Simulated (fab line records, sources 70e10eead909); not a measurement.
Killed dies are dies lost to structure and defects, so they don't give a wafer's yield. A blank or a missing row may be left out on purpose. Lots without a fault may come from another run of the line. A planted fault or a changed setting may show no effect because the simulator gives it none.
Which tool did it? | flow nand_harc | 14 lots, 42 wafers sampled, at 4 steps of a route of 1302

WHAT THE GAUGES READ, wafer by wafer
The record holds no reading of a measuring or inspecting step that can be judged against a usual standard deviation.

WHICH TOOL RAN EACH LOT (tool, then ch and the chambers of the sampled wafers, then the start)
lot  | NHARC_P_GATE_STRIP_101             | NHARC_P_GATE_RTA_64              | NHARC_P_GATE_RTA_82              | NHARC_P_CONTACT_ETCH_36
L249 | rie_diel-02 ch 1,2, day 5 08:48    | rtp_anneal-01 ch 0, day 5 14:58  | rtp_anneal-02 ch 0, day 5 16:02  | rie_diel-04 ch 0,3, no start
L250 | rie_diel-07 ch 2,3, day 5 20:38    | rtp_anneal-02 ch 0, day 6 02:58  | rtp_anneal-01 ch 0, day 6 04:01  | rie_diel-10 ch 0,1,3, no start
L252 | rie_diel-03 ch 1,2, day 6 23:29    | rtp_anneal-01 ch 0, day 7 05:44  | rtp_anneal-01 ch 0, day 7 06:48  | rie_diel-10 ch 0,2,3, no start
L255 | rie_diel-02 ch 0,2,3, day 8 05:35  | rtp_anneal-01 ch 0, day 8 11:42  | rtp_anneal-01 ch 0, day 8 12:46  | rie_diel-13 ch 1,2,3, no start
L258 | rie_diel-02 ch 0,1,2, day 9 01:58  | rtp_anneal-02 ch 0, day 9 08:11  | rtp_anneal-02, day 9 09:14       | -
L257 | rie_diel-02 ch 0,2,3, day 9 02:33  | rtp_anneal-01 ch 0, day 9 08:45  | rtp_anneal-01, day 9 09:49       | -
L260 | rie_diel-03 ch 0,2, day 10 07:30   | rtp_anneal-01 ch 0, day 10 13:34 | rtp_anneal-02 ch 0, day 10 14:38 | rie_diel-13 ch 1,3, no start
L265 | rie_diel-02 ch 1,3, day 12 04:32   | rtp_anneal-01 ch 0, day 12 10:31 | rtp_anneal-01 ch 0, day 12 11:35 | rie_diel-13 ch 0,2,3, no start
L266 | rie_diel-07 ch 0,3, day 12 15:34   | rtp_anneal-02 ch 0, day 12 21:42 | rtp_anneal-02 ch 0, day 12 22:46 | rie_diel-04 ch 0,3, no start
L267 | rie_diel-02 ch 0,1,3, day 12 20:13 | rtp_anneal-02 ch 0, day 13 02:24 | rtp_anneal-02 ch 0, day 13 03:28 | rie_diel-10 ch 0,2, no start
L268 | rie_diel-02 ch 2,3, day 13 16:04   | rtp_anneal-01 ch 0, day 13 22:16 | rtp_anneal-02 ch 0, day 13 23:19 | rie_diel-10 ch 1,2,3, no start
L269 | rie_diel-07 ch 1,2, day 13 22:28   | rtp_anneal-01 ch 0, day 14 04:42 | rtp_anneal-02 ch 0, day 14 05:48 | rie_diel-10 ch 0,1,2, no start
L270 | rie_diel-02 ch 1,2, day 14 13:11   | rtp_anneal-01 ch 0, day 14 19:17 | rtp_anneal-01 ch 0, day 14 20:22 | rie_diel-04 ch 0,1, no start
L271 | rie_diel-03 ch 1,2, day 14 15:25   | rtp_anneal-02 ch 0, day 14 21:35 | rtp_anneal-02 ch 0, day 14 22:39 | rie_diel-10 ch 1,2,3, no start
- NHARC_P_GATE_STRIP_101: strips in O2, time 20 s.
- NHARC_P_GATE_RTA_64: time 1 s.
- NHARC_P_GATE_RTA_82: time 30 s.
- NHARC_P_CONTACT_ETCH_36: etches the open film in N2/H2, target depth 260 nm, time 406.25 s.

WHAT THE TOOLS THEMSELVES READ (means of the sampled wafers that have a number; where no wafer has one, the mark that the record gives instead)
NHARC_P_GATE_STRIP_101.
lot  | tool        | drypump_motor_current_A (A) | oes_product_au (a.u.) | rf_vpp_V (V) | showerhead_plenum_p_Torr (Torr) | throttle_valve_pct (%)
L249 | rie_diel-02 | 6.0                         | 0.993                 | 58.1         | 3.54                            | 17.036
L250 | rie_diel-07 | 5.4                         | 1.002                 | 57.9         | 3.61                            | 17.039
L252 | rie_diel-03 | 5.7                         | 1.001                 | 58.4         | 3.68                            | 17.027
L255 | rie_diel-02 | 5.7                         | 1.006                 | 57.3         | 3.42                            | 17.036
L258 | rie_diel-02 | 5.6                         | 0.996                 | 57.4         | 3.44                            | 17.036
L257 | rie_diel-02 | 5.7                         | 1.001                 | 57.7         | 3.42                            | 17.034
L260 | rie_diel-03 | 5.6                         | 0.990                 | 58.3         | 3.49                            | 17.041
L265 | rie_diel-02 | 5.7                         | 1.006                 | 56.8         | 3.35                            | 17.041
L266 | rie_diel-07 | 5.4                         | 0.999                 | 58.1         | 3.65                            | 17.035
L267 | rie_diel-02 | 5.5                         | 0.999                 | 58.2         | 3.35                            | 17.034
L268 | rie_diel-02 | 5.9                         | 1.011                 | 58.8         | 3.42                            | 17.043
L269 | rie_diel-07 | 5.0                         | 0.999                 | 58.4         | 3.53                            | 17.038
L270 | rie_diel-02 | 6.0                         | 0.996                 | 58.0         | 3.54                            | 17.033
L271 | rie_diel-03 | 5.6                         | 0.998                 | 58.1         | 3.60                            | 17.031

NHARC_P_GATE_RTA_64.
lot  | tool          | anneal_temp_c_max | lamp_power_pct (%) | wafer_temp_C_max
L249 | rtp_anneal-01 | 1055.5            | 30                 | 1055.4
L250 | rtp_anneal-02 | 1056.1            | 42                 | 1056.2
L252 | rtp_anneal-01 | 1055.9            | 30                 | 1054.6
L255 | rtp_anneal-01 | 1055.0            | 30                 | 1054.8
L258 | rtp_anneal-02 | 1054.6            | 42                 | 1056.6
L257 | rtp_anneal-01 | 1055.1            | 30                 | 1056.5
L260 | rtp_anneal-01 | 1055.4            | 30                 | 1054.3
L265 | rtp_anneal-01 | 1054.9            | 30                 | 1056.0
L266 | rtp_anneal-02 | 1054.3            | 42                 | 1056.5
L267 | rtp_anneal-02 | 1055.2            | 42                 | 1055.5
L268 | rtp_anneal-01 | 1054.9            | 30                 | 1055.0
L269 | rtp_anneal-01 | 1054.7            | 30                 | 1056.0
L270 | rtp_anneal-01 | 1055.1            | 30                 | 1054.9
L271 | rtp_anneal-02 | 1055.3            | 42                 | 1055.4

NHARC_P_GATE_RTA_82.
lot  | tool          | anneal_temp_c_max | lamp_power_pct (%) | wafer_temp_C_max
L249 | rtp_anneal-02 | 451.9             | 4.9                | 452.7
L250 | rtp_anneal-01 | 452.1             | 3.6                | 451.9
L252 | rtp_anneal-01 | 451.8             | 3.6                | 452.3
L255 | rtp_anneal-01 | 452.6             | 3.6                | 452.4
L258 | rtp_anneal-02 | -                 | -                  | -
L257 | rtp_anneal-01 | -                 | -                  | -
L260 | rtp_anneal-02 | 452.8             | 4.9                | 452.8
L265 | rtp_anneal-01 | 452.4             | 3.6                | 452.7
L266 | rtp_anneal-02 | 452.7             | 4.9                | 452.1
L267 | rtp_anneal-02 | 452.6             | 4.9                | 452.8
L268 | rtp_anneal-02 | 452.3             | 4.9                | 452.2
L269 | rtp_anneal-02 | 452.7             | 4.9                | 451.8
L270 | rtp_anneal-01 | 451.8             | 3.6                | 452.3
L271 | rtp_anneal-02 | 452.1             | 4.9                | 452.4

NHARC_P_CONTACT_ETCH_36.
lot  | tool        | bias_w (W) | drypump_motor_current_A (A) | oes_product_au (a.u.) | rf_vpp_V (V) | showerhead_plenum_p_Torr (Torr) | throttle_valve_pct (%)
L249 | rie_diel-04 | 149.9      | 5.4                         | 1.006                 | 429.8        | 2.02                            | 14.175
L250 | rie_diel-10 | 149.8      | 5.2                         | 0.997                 | 430.1        | 2.02                            | 14.174
L252 | rie_diel-10 | 149.8      | 5.3                         | 0.999                 | 430.8        | 2.05                            | 14.176
L255 | rie_diel-13 | 149.5      | 5.8                         | 0.994                 | 431.1        | 2.07                            | 14.189
L260 | rie_diel-13 | 149.6      | 5.6                         | 1.008                 | 428.8        | 1.99                            | 14.179
L265 | rie_diel-13 | 149.8      | 6.1                         | 1.005                 | 431.8        | 2.09                            | 14.162
L266 | rie_diel-04 | 150.2      | 5.4                         | 1.011                 | 429.1        | 2.02                            | 14.182
L267 | rie_diel-10 | 150.0      | 5.6                         | 0.991                 | 431.9        | 2.06                            | 14.162
L268 | rie_diel-10 | 150.0      | 5.0                         | 1.003                 | 429.3        | 1.99                            | 14.170
L269 | rie_diel-10 | 150.0      | 5.4                         | 0.995                 | 430.1        | 2.02                            | 14.171
L270 | rie_diel-04 | 149.7      | 5.4                         | 0.994                 | 429.7        | 2.02                            | 14.172
L271 | rie_diel-10 | 149.8      | 5.0                         | 1.006                 | 429.1        | 1.99                            | 14.173

THE ANSWER, worked out from the rows above alone
Rule: what is usual is taken from the lots themselves. Put in order of their means at a reading, lots are off if they are a third of the lots or fewer, leave a main group of 4 or more, and stand apart from it by a gap of 3 or more times the standard deviation of the main group's means; of several such gaps the widest counts. A main group whose means are all the same, to the digits that the tables above print for the reading, isn't used. A lot without any number at a reading at which 4 lots or more have one is off too. The other lots that the step has rows for count as sound. The gauges are gone through in route order, then the tools' own readings, and for those a lot's mean is taken as printed above. The first step at which some lot is off is used, and at that step the reading that is off furthest; a lot without a number counts as furthest.
Off: L258, L257, at NHARC_P_GATE_RTA_82 (anneal_temp_c_max). Without a number there: L258, L257. The main group: mean 452.3, standard deviation 0.35.
A tool fits if, at that step or a process step before it, it ran every lot that is off, and no sound lot after the first of them. None of those tried fits.

WHAT THE SIMULATOR HAD PUT IN
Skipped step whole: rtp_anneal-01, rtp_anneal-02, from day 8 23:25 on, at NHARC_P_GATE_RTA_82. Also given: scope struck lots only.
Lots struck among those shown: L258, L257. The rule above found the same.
